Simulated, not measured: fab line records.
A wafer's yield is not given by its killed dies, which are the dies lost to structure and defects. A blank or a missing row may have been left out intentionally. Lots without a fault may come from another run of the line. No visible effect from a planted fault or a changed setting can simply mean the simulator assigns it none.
A struck lot beside a sound one	flow n5-finfet	14 out of 1938 route steps
Sound: these wafers, L353.1, L353.3. Wafers L349.4, L349.5, L349.6 were the ones struck. The cause is named last.
Each step with rows lists, per side, the tool, then ch with its chambers, then its first start. Under that, the readings that differ: sound wafers	struck wafers	difference of the means	sigmas: that difference in standard deviations of wafers without a fault.
alike: words and numbers the same on both sides, and readings whose means are apart by under 2 such deviations; not compared: readings that were withheld, readings missing a value for some wafer, numbers with overlapping values and no deviation given by the record, and bounds like >300 which may hide the same value.
A row with sigmas, a row that says differs or no value, or rows on one side alone: a step with any of these is where the two part. Numbers that don't overlap but have no deviation are shown without sigmas and don't part them. A reading missing from all wafers of one side parts the sides only when that side holds two or more wafers.

N5_BEOL_M3_RS_MEAS_58: uses a four-point probe to measure.
  struck on film-metro-01, day 10 05:13; sound on film-metro-01, day 11 10:13
  alike: M3_RS
N5_BEOL_M3_INSPECT_59: inspects for defects (darkfield).
  struck on defect-inspect-02, day 10 05:15; sound on defect-inspect-02, day 11 10:14
  alike: raw-defect-count
N5_BEOL_M4_ILD_DEP_00: deposits SiOC from DEMS/O2, target thk 79 nm, time 15.3 s.
  sound on pecvd-01 ch 0,2, day 11 10:16; struck on pecvd-01 ch 0,1, day 10 05:18
  alike: heater-power-w, showerhead-plenum-p-Torr, showerhead-vpp-V, throttle-valve-pct
N5_BEOL_M4_THK_MEAS_01:
  struck on film-metro-01, day 10 05:22; sound on film-metro-01, day 11 10:20
  alike: M4_ILD_THK
N5_BEOL_M4_PECVD_72: deposits SiO2 from TEOS/O2, target thk 16 nm, time 18 s.
  sound on pecvd-04 ch 1,2, day 11 10:23; struck on pecvd-04 ch 0,1,2, day 10 05:25
  alike: heater-power-w, showerhead-plenum-p-Torr, showerhead-vpp-V, throttle-valve-pct
N5_BEOL_M4_HM_DEP_02: deposits TiN, target thk 20 nm.
  struck on pvd-sputter-01, day 10 09:08; sound on pvd-sputter-02, day 11 10:32
  alike: throttle-valve-pct
then, 6 steps without rows for these wafers: N5_BEOL_M4_COAT_61 (time 60 s, resist thk 60 nm); N5_BEOL_M4_COAT_62 (time 60 s, resist thk 12 nm); N5_BEOL_M4_COAT_73 (time 60 s, resist thk 5 nm); N5_BEOL_M4_COAT_05 (resist thk 30 nm); N5_BEOL_M4_EBR_07; N5_BEOL_M4_SOFTBAKE_06 (time 60 s).
N5_BEOL_M4_EXPOSE_08: exposes mask M4.
  sound on euv-scanner-01 ch 0, day 11 10:56; struck on euv-scanner-02, day 10 09:25
  no value came back on the struck wafers for dipole-opening-deg (degrees), exposure-dose-mJ-cm2, focus-offset-nm (nm), reticle-temp-C (C); on the sound wafers dipole-opening-deg (degrees) reads 79.7 79.7
  alike: mask
then, 1 step without rows for these wafers: N5_BEOL_M4_PEB_09 (peb time 60 s).

WHERE THEY PART
N5_BEOL_M4_EXPOSE_08 only, going by this record.

WHY: the cause the simulator had injected
Step skipped in full: euv-scanner-02, at N5_BEOL_M4_EXPOSE_08, from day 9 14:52 onward. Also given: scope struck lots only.
